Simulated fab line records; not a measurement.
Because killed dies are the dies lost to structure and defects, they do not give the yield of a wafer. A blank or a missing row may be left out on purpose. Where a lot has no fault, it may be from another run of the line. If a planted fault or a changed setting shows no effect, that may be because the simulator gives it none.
Chamber matching / flow n5Finfet / rieDiel-03 running N5_DUMMY_GATE_STRIP_40: 4 sister chambers
The step strips in CF4. 16 wafers are shown with their chamber, then 8 later ones without.

WAFERS PAIRED WITH THEIR CHAMBERS
wafer=L076.1; chamber=1; showerheadPlenumPTorr (Torr)=1.78; rfVppV (V)=271.6; throttleValvePct (%)=14.07
wafer=L076.2; chamber=2; showerheadPlenumPTorr (Torr)=1.79; rfVppV (V)=271.9; throttleValvePct (%)=13.90
wafer=L076.4; chamber=0; showerheadPlenumPTorr (Torr)=1.82; rfVppV (V)=273.0; throttleValvePct (%)=13.94
wafer=L080.1; chamber=3; showerheadPlenumPTorr (Torr)=1.73; rfVppV (V)=270.4; throttleValvePct (%)=13.77
wafer=L080.2; chamber=2; showerheadPlenumPTorr (Torr)=1.79; rfVppV (V)=271.6; throttleValvePct (%)=13.95
wafer=L080.4; chamber=1; showerheadPlenumPTorr (Torr)=1.77; rfVppV (V)=271.4; throttleValvePct (%)=14.10
wafer=L082.4; chamber=1; showerheadPlenumPTorr (Torr)=1.77; rfVppV (V)=271.4; throttleValvePct (%)=14.09
wafer=L082.5; chamber=2; showerheadPlenumPTorr (Torr)=1.79; rfVppV (V)=272.0; throttleValvePct (%)=13.94
wafer=L082.6; chamber=3; showerheadPlenumPTorr (Torr)=1.73; rfVppV (V)=268.1; throttleValvePct (%)=13.75
wafer=L089.3; chamber=2; showerheadPlenumPTorr (Torr)=1.79; rfVppV (V)=271.9; throttleValvePct (%)=13.98
wafer=L089.5; chamber=3; showerheadPlenumPTorr (Torr)=1.72; rfVppV (V)=267.1; throttleValvePct (%)=13.81
wafer=L089.6; chamber=2; showerheadPlenumPTorr (Torr)=1.79; rfVppV (V)=270.8; throttleValvePct (%)=13.98
wafer=L090.3; chamber=3; showerheadPlenumPTorr (Torr)=1.72; rfVppV (V)=269.0; throttleValvePct (%)=13.81
wafer=L090.4; chamber=1; showerheadPlenumPTorr (Torr)=1.77; rfVppV (V)=270.5; throttleValvePct (%)=14.14
wafer=L090.6; chamber=0; showerheadPlenumPTorr (Torr)=1.81; rfVppV (V)=272.6; throttleValvePct (%)=13.41
wafer=L092.2; chamber=2; showerheadPlenumPTorr (Torr)=1.79; rfVppV (V)=270.3; throttleValvePct (%)=13.99

SIGNATURES, as means of the wafers listed above
reading=showerheadPlenumPTorr; chamber 0=1.8150; chamber 1=1.7725; chamber 2=1.7900; chamber 3=1.7250; scatter within a chamber=0.00433
reading=rfVppV; chamber 0=272.800; chamber 1=271.225; chamber 2=271.417; chamber 3=268.650; scatter within a chamber=0.874
reading=throttleValvePct; chamber 0=13.6750; chamber 1=14.1000; chamber 2=13.9567; chamber 3=13.7850; scatter within a chamber=0.112
Rule: distance of a wafer from a chamber = root of the sum over the readings of ((wafer's reading minus chamber's mean) / reading's scatter) squared. The wafer belongs to the nearest chamber; if the next one is less than 2 further off, it can't be placed. How the scatter is found: for the shown wafers, subtract from each reading the mean of its chamber, square and add these, divide the total by (wafers less chambers), then take the root.

WAFERS WHOSE CHAMBER IS MISSING
wafer=L092.3; showerheadPlenumPTorr (Torr)=1.81; rfVppV (V)=271.7; throttleValvePct (%)=13.41
wafer=L092.4; showerheadPlenumPTorr (Torr)=1.77; rfVppV (V)=270.7; throttleValvePct (%)=14.12
wafer=L093.1; showerheadPlenumPTorr (Torr)=1.77; rfVppV (V)=270.1; throttleValvePct (%)=14.14
wafer=L093.2; showerheadPlenumPTorr (Torr)=1.78; rfVppV (V)=269.5; throttleValvePct (%)=13.98
wafer=L093.4; showerheadPlenumPTorr (Torr)=1.72; rfVppV (V)=268.5; throttleValvePct (%)=13.82
wafer=L096.3; showerheadPlenumPTorr (Torr)=1.72; rfVppV (V)=268.1; throttleValvePct (%)=13.82
wafer=L096.5; showerheadPlenumPTorr (Torr)=1.81; rfVppV (V)=271.8; throttleValvePct (%)=13.42
wafer=L096.6; showerheadPlenumPTorr (Torr)=1.72; rfVppV (V)=269.7; throttleValvePct (%)=13.82

THE CHAMBER EACH PASSED THROUGH
wafer=L092.3; from the rows above=0; in truth=0
wafer=L092.4; from the rows above=1; in truth=1
wafer=L093.1; from the rows above=1; in truth=1
wafer=L093.2; from the rows above=can't be placed: 1 or 2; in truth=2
wafer=L093.4; from the rows above=3; in truth=3
wafer=L096.3; from the rows above=3; in truth=3
wafer=L096.5; from the rows above=0; in truth=0
wafer=L096.6; from the rows above=3; in truth=3
7 of 8 placed correctly. Can't be placed from these rows: 1 (the true chamber is among the candidates in 1). Placed wrongly: 0.
